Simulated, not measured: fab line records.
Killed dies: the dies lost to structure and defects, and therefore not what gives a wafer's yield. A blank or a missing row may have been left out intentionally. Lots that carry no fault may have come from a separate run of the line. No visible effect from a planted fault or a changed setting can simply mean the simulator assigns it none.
Which tool is to blame? + flow n5-finfet + 72 wafers from 24 lots sampled at 5 of the route's 1938 steps

WHAT THE GAUGES SHOWED, per wafer
N5_STI_FIN_REVEAL_FIN_H_MEAS_10.
| lot  | measured    | on     | trench-depth-nm (nm) |
|------|-------------|--------|----------------------|
| L074 | day 2 13:39 | ocd-01 | 52.8 52.7 51.3       |
| L075 | day 2 18:57 | ocd-02 | 53.8 51.8 53.7       |
| L076 | day 3 01:17 | ocd-02 | 52.0 52.7 51.6       |
| L077 | day 3 07:35 | ocd-01 | 52.1 51.4 52.2       |
| L078 | day 3 13:00 | ocd-02 | 51.4 51.3 52.1       |
| L079 | day 3 21:12 | ocd-02 | 53.1 53.0 51.6       |
| L080 | day 4 05:19 | ocd-02 | 52.2 50.8 51.1       |
| L081 | day 4 08:26 | ocd-01 | 51.9 52.3 51.8       |
| L082 | day 4 13:29 | ocd-02 | 52.0 52.9 53.4       |
| L083 | day 4 19:43 | ocd-01 | 52.2 52.5 51.9       |
| L084 | day 5 02:29 | ocd-01 | 52.9 53.6 54.3       |
| L085 | day 5 10:40 | ocd-02 | 50.6 51.3 50.7       |
| L086 | day 5 14:51 | ocd-01 | 52.1 52.3 52.7       |
| L087 | day 5 21:25 | ocd-02 | 52.4 52.0 51.7       |
| L088 | day 6 01:26 | ocd-02 | 52.2 53.0 52.2       |
| L089 | day 6 07:20 | ocd-02 | 51.7 52.1 52.1       |
| L090 | day 6 12:58 | ocd-01 | 51.7 51.6 51.6       |
| L091 | day 6 19:15 | ocd-01 | 52.1 52.0 52.9       |
| L092 | day 7 01:13 | ocd-01 | 52.8 52.0 52.1       |
| L093 | day 7 07:59 | ocd-01 | 52.2 53.0 52.6       |
| L094 | day 7 13:42 | ocd-01 | 52.0 53.7 51.2       |
| L095 | day 7 18:06 | ocd-02 | 51.9 52.9 51.3       |
| L096 | day 8 02:13 | ocd-02 | 52.3 52.5 51.5       |
| L097 | day 8 07:07 | ocd-01 | 52.8 51.2 51.8       |

N5_SD_EPI_N_CD_MEAS_09 targets a cd of 120 nm.
| lot  | measured    | on        | cd-nm (nm)        |
|------|-------------|-----------|-------------------|
| L074 | day 3 02:30 | cd-sem-01 | 119.5 119.7 119.8 |
| L075 | day 3 06:02 | cd-sem-01 | 118.9 119.6 118.8 |
| L076 | day 3 12:17 | cd-sem-02 | 120.4 118.7 119.6 |
| L077 | day 3 19:23 | cd-sem-02 | 118.5 119.5 120.4 |
| L078 | day 4 00:46 | cd-sem-03 | 119.0 119.8 118.9 |
| L079 | day 4 08:47 | cd-sem-01 | 119.6 120.3 119.2 |
| L080 | day 4 17:35 | cd-sem-03 | 120.9 121.5 119.4 |
| L081 | day 4 20:30 | cd-sem-03 | 119.9 119.3 120.5 |
| L082 | day 5 00:29 | cd-sem-02 | 119.2 120.0 119.8 |
| L083 | day 5 09:39 | cd-sem-03 | 120.5 121.4 120.2 |
| L084 | day 5 14:53 | cd-sem-03 | 120.1 119.9 120.5 |
| L085 | day 5 21:32 | cd-sem-01 | 118.8 119.3 120.0 |
| L086 | day 6 04:10 | cd-sem-03 | 119.5 120.4 119.8 |
| L087 | day 6 08:36 | cd-sem-03 | 120.9 119.8 120.5 |
| L088 | day 6 14:20 | cd-sem-01 | 119.8 120.4 120.6 |
| L089 | day 6 19:35 | cd-sem-03 | 121.9 121.3 121.1 |
| L090 | day 7 01:50 | cd-sem-03 | 120.1 119.8 119.9 |
| L091 | day 7 07:57 | cd-sem-01 | 119.8 119.4 120.3 |
| L092 | day 7 12:26 | cd-sem-03 | 119.5 119.9 120.4 |
| L093 | day 7 19:12 | cd-sem-02 | 119.9 120.6 120.7 |
| L094 | day 8 00:44 | cd-sem-02 | 120.2 121.2 120.1 |
| L095 | day 8 05:29 | cd-sem-03 | 119.6 119.9 120.7 |
| L096 | day 8 13:06 | cd-sem-02 | 120.7 118.9 119.8 |
| L097 | day 8 22:07 | cd-sem-03 | 120.1 119.3 118.9 |

N5_SD_ACTIVATION_RS_MEAS_03: measurement is done with a four-point probe.
| lot  | measured    | on            | RS_SD_N (ohm/sq)  | RS_SD_P (ohm/sq) |
|------|-------------|---------------|-------------------|------------------|
| L074 | day 3 11:35 | film-metro-02 | 22.41 22.50 22.16 | 56.8 57.8 56.8   |
| L075 | day 3 16:33 | film-metro-01 | 21.55 21.55 21.47 | 56.2 56.7 57.6   |
| L076 | day 3 22:18 | film-metro-02 | 21.85 22.37 21.82 | 56.8 57.6 58.0   |
| L077 | day 4 05:19 | film-metro-02 | 21.99 21.89 21.46 | 55.6 56.0 56.0   |
| L078 | day 4 09:33 | film-metro-01 | 22.05 22.04 21.92 | 56.4 56.3 57.1   |
| L079 | day 4 17:34 | film-metro-01 | 21.94 21.81 21.65 | 56.5 57.3 56.5   |
| L080 | day 5 02:28 | film-metro-01 | 21.97 21.58 21.93 | 56.2 56.8 56.9   |
| L081 | day 5 05:29 | film-metro-02 | 21.83 22.36 22.28 | 56.3 56.7 56.2   |
| L082 | day 5 09:55 | film-metro-02 | 22.01 21.65 21.67 | 54.8 54.9 54.3   |
| L083 | day 5 18:31 | film-metro-02 | 21.41 21.79 21.83 | 55.7 57.3 57.6   |
| L084 | day 6 00:29 | film-metro-02 | 21.60 22.18 22.17 | 57.1 56.7 56.5   |
| L085 | day 6 07:01 | film-metro-02 | 21.62 22.17 22.12 | 55.9 56.5 55.3   |
| L086 | day 6 13:02 | film-metro-02 | 21.50 21.54 21.60 | 56.2 56.1 56.5   |
| L087 | day 6 17:21 | film-metro-02 | 21.62 21.74 21.57 | 54.2 54.7 54.9   |
| L088 | day 7 00:52 | film-metro-02 | 21.60 21.75 21.70 | 55.5 56.1 56.2   |
| L089 | day 7 06:21 | film-metro-02 | 22.13 22.29 22.04 | 57.4 56.2 56.5   |
| L090 | day 7 11:18 | film-metro-01 | 21.83 22.00 22.01 | 56.8 56.6 57.5   |
| L091 | day 7 18:53 | film-metro-02 | 22.49 22.24 22.26 | 56.4 55.4 55.5   |
| L092 | day 7 22:00 | film-metro-02 | 21.57 21.61 21.50 | 55.3 54.7 54.6   |
| L093 | day 8 06:31 | film-metro-02 | 21.42 21.57 21.80 | 55.1 54.4 54.8   |
| L094 | day 8 09:56 | film-metro-01 | 21.30 21.80 21.64 | 56.8 55.8 56.3   |
| L095 | day 8 14:01 | film-metro-01 | 21.97 21.68 21.70 | 56.2 55.5 55.8   |
| L096 | day 9 02:07 | film-metro-02 | 21.63 21.67 22.29 | 55.0 55.1 54.8   |
| L097 | day 9 07:06 | film-metro-02 | 21.41 21.50 21.32 | 55.9 55.1 54.7   |

TOOL THAT RAN EACH LOT (tool first, then ch and the chambers of the sampled wafers, then the start)
| lot  | N5_SD_EPI_N_SD_RECESS_17        | N5_SD_EPI_P_ETCH_16               |
|------|---------------------------------|-----------------------------------|
| L074 | rie-si-06 ch 0,3, day 3 03:16   | rie-diel-03 ch 1,2,3, day 3 07:53 |
| L075 | rie-si-03 ch 1,2, day 3 06:48   | rie-diel-04 ch 0,2, day 3 12:33   |
| L076 | rie-si-01 ch 1,2,3, day 3 13:04 | rie-diel-06 ch 0,3, day 3 18:45   |
| L077 | rie-si-01 ch 0,1,3, day 3 20:19 | rie-diel-03 ch 0,2, day 4 00:56   |
| L078 | rie-si-06 ch 0,1, day 4 01:32   | rie-diel-06 ch 0,1,2, day 4 05:54 |
| L079 | rie-si-06 ch 0,2,3, day 4 09:40 | rie-diel-06 ch 0,2,3, day 4 14:01 |
| L080 | rie-si-01 ch 0,3, day 4 18:22   | rie-diel-06 ch 0,1,2, day 4 22:55 |
| L081 | rie-si-06 ch 0,3, day 4 21:17   | rie-diel-03 ch 0,1,3, day 5 01:53 |
| L082 | rie-si-01 ch 1,2, day 5 01:34   | rie-diel-06 ch 0,2,3, day 5 06:12 |
| L083 | rie-si-03 ch 0,2,3, day 5 10:25 | rie-diel-03 ch 1,3, day 5 14:59   |
| L084 | rie-si-06 ch 0,2,3, day 5 15:40 | rie-diel-04 ch 1,2, day 5 20:02   |
| L085 | rie-si-03 ch 2,3, day 5 22:19   | rie-diel-06 ch 1,2, day 6 02:37   |
| L086 | rie-si-03 ch 0,2,3, day 6 04:56 | rie-diel-06 ch 0,2,3, day 6 09:23 |
| L087 | rie-si-06 ch 0,2,3, day 6 09:22 | rie-diel-03 ch 0,1, day 6 13:47   |
| L088 | rie-si-06 ch 2,3, day 6 15:26   | rie-diel-04 ch 1,2,3, day 6 20:12 |
| L089 | rie-si-06 ch 0,1,3, day 6 20:22 | rie-diel-04 ch 0,3, day 7 01:59   |
| L090 | rie-si-03 ch 0,2,3, day 7 02:36 | rie-diel-03 ch 0,1,3, day 7 06:52 |
| L091 | rie-si-01 ch 0,1, day 7 08:44   | rie-diel-03 ch 0,3, day 7 14:31   |
| L092 | rie-si-01 ch 0,3, day 7 13:12   | rie-diel-04 ch 2,3, day 7 17:34   |
| L093 | rie-si-03 ch 0,1,2, day 7 19:59 | rie-diel-03 ch 0,2, day 8 02:05   |
| L094 | rie-si-03 ch 1,3, day 8 01:47   | rie-diel-03 ch 0,2, day 8 06:22   |
| L095 | rie-si-06 ch 0,1,3, day 8 06:15 | rie-diel-03 ch 0,2, day 8 10:29   |
| L096 | rie-si-06 ch 2,3, day 8 14:05   | rie-diel-04 ch 0,2,3, day 8 21:42 |
| L097 | rie-si-03 ch 1,2,3, day 8 22:55 | rie-diel-06 ch 2,3, day 9 03:31   |
- N5_SD_EPI_N_SD_RECESS_17: chemistry HBr/Cl2/O2, target depth 41 nm, time 23.7 s, bt time 3 s.
- N5_SD_EPI_P_ETCH_16: etches SiO2 in CHF3/O2, target depth 5 nm.

AS READ BY THE TOOLS THEMSELVES (means over the sampled wafers that have a number; for cases with no such wafer, the mark the record gives instead)
N5_SD_EPI_N_SD_RECESS_17.
| lot  | tool      | drypump-motor-current-A (A) | oes-product-au (a.u.) | throttle-valve-pct (%) |
|------|-----------|-----------------------------|-----------------------|------------------------|
| L074 | rie-si-06 | 5.5                         | 1.016                 | 37.3                   |
| L075 | rie-si-03 | 5.6                         | 1.000                 | 37.4                   |
| L076 | rie-si-01 | 5.3                         | 1.002                 | 36.9                   |
| L077 | rie-si-01 | 5.5                         | 0.997                 | 36.9                   |
| L078 | rie-si-06 | 5.2                         | 0.991                 | 36.7                   |
| L079 | rie-si-06 | 5.6                         | 1.018                 | 37.2                   |
| L080 | rie-si-01 | 5.6                         | 1.005                 | 37.2                   |
| L081 | rie-si-06 | 5.5                         | 1.015                 | 37.3                   |
| L082 | rie-si-01 | 5.3                         | 1.002                 | 36.8                   |
| L083 | rie-si-03 | 5.5                         | 0.997                 | 37.2                   |
| L084 | rie-si-06 | 5.7                         | 1.019                 | 37.2                   |
| L085 | rie-si-03 | 5.6                         | 1.007                 | 37.2                   |
| L086 | rie-si-03 | 5.5                         | 1.008                 | 37.2                   |
| L087 | rie-si-06 | 5.7                         | 1.018                 | 37.2                   |
| L088 | rie-si-06 | 5.9                         | 1.022                 | 37.2                   |
| L089 | rie-si-06 | 5.5                         | 1.009                 | 37.0                   |
| L090 | rie-si-03 | 5.5                         | 1.010                 | 37.2                   |
| L091 | rie-si-01 | 5.8                         | 0.993                 | 36.8                   |
| L092 | rie-si-01 | 5.6                         | 1.006                 | 37.2                   |
| L093 | rie-si-03 | 5.6                         | 0.996                 | 37.2                   |
| L094 | rie-si-03 | 5.2                         | 1.011                 | 37.4                   |
| L095 | rie-si-06 | 5.5                         | 1.002                 | 37.0                   |
| L096 | rie-si-06 | 6.0                         | 1.025                 | 37.3                   |
| L097 | rie-si-03 | 5.5                         | 1.012                 | 37.3                   |

N5_SD_EPI_P_ETCH_16.
| lot  | tool        | drypump-motor-current-A (A) | oes-product-au (a.u.) | rf-vpp-V (V) | showerhead-plenum-p-Torr (Torr) | throttle-valve-pct (%) |
|------|-------------|-----------------------------|-----------------------|--------------|---------------------------------|------------------------|
| L074 | rie-diel-03 | 6.0                         | 0.76                  | 522          | 2.45                            | 18.82                  |
| L075 | rie-diel-04 | 6.3                         | 0.78                  | 532          | 2.47                            | 18.89                  |
| L076 | rie-diel-06 | 5.6                         | 0.73                  | 525          | 2.38                            | 19.26                  |
| L077 | rie-diel-03 | 6.0                         | 0.76                  | 528          | 2.45                            | 19.06                  |
| L078 | rie-diel-06 | 5.4                         | 0.79                  | 522          | 2.40                            | 19.02                  |
| L079 | rie-diel-06 | 5.6                         | 0.77                  | 521          | 2.35                            | 19.08                  |
| L080 | rie-diel-06 | 5.4                         | 0.78                  | 522          | 2.40                            | 19.02                  |
| L081 | rie-diel-03 | 6.1                         | 0.71                  | 525          | 2.49                            | 18.99                  |
| L082 | rie-diel-06 | 5.6                         | 0.76                  | 520          | 2.35                            | 19.09                  |
| L083 | rie-diel-03 | 5.9                         | 0.69                  | 519          | 2.48                            | 18.92                  |
| L084 | rie-diel-04 | 6.3                         | 0.73                  | 525          | 2.52                            | 19.04                  |
| L085 | rie-diel-06 | 5.4                         | 0.79                  | 515          | 2.41                            | 18.93                  |
| L086 | rie-diel-06 | 5.6                         | 0.76                  | 520          | 2.35                            | 19.10                  |
| L087 | rie-diel-03 | 5.9                         | 0.70                  | 522          | 2.49                            | 19.07                  |
| L088 | rie-diel-04 | 6.0                         | 0.73                  | 524          | 2.50                            | 19.11                  |
| L089 | rie-diel-04 | 5.8                         | 0.83                  | 533          | 2.46                            | 18.66                  |
| L090 | rie-diel-03 | 6.1                         | 0.69                  | 524          | 2.48                            | 19.02                  |
| L091 | rie-diel-03 | 6.2                         | 0.68                  | 530          | 2.47                            | 19.11                  |
| L092 | rie-diel-04 | 5.7                         | 0.72                  | 524          | 2.48                            | 19.20                  |
| L093 | rie-diel-03 | 5.9                         | 0.79                  | 526          | 2.40                            | 18.95                  |
| L094 | rie-diel-03 | 5.9                         | 0.79                  | 525          | 2.40                            | 18.95                  |
| L095 | rie-diel-03 | 6.0                         | 0.74                  | 528          | 2.44                            | 19.12                  |
| L096 | rie-diel-04 | 5.9                         | 0.75                  | 529          | 2.46                            | 18.94                  |
| L097 | rie-diel-06 | 5.8                         | 0.74                  | 515          | 2.31                            | 19.08                  |

THE ANSWER, worked out from the rows above alone
Rule: the usual values come from the lots themselves. The widest of any qualifying gaps counts: lots, ordered by their means at a reading, are off when they make up no more than a third of the lots, leave a main group of 4 or more, and stand apart from it by 3 or more times the standard deviation of that group's means. Not used: any main group whose means are identical at the precision the tables above print for the reading. A lot without any number at a reading at which 4 lots or more have one is off too. Any other lot the step has rows for is counted as sound. First the gauges in route order, then the tools' own readings, where a lot's mean is used as printed above. The first step at which some lot is off is used, and at that step the reading that is off furthest; a lot without a number counts as furthest.
No lot is off on any of the readings shown, so nothing can be concluded from this.

WHAT THE SIMULATOR PUT IN
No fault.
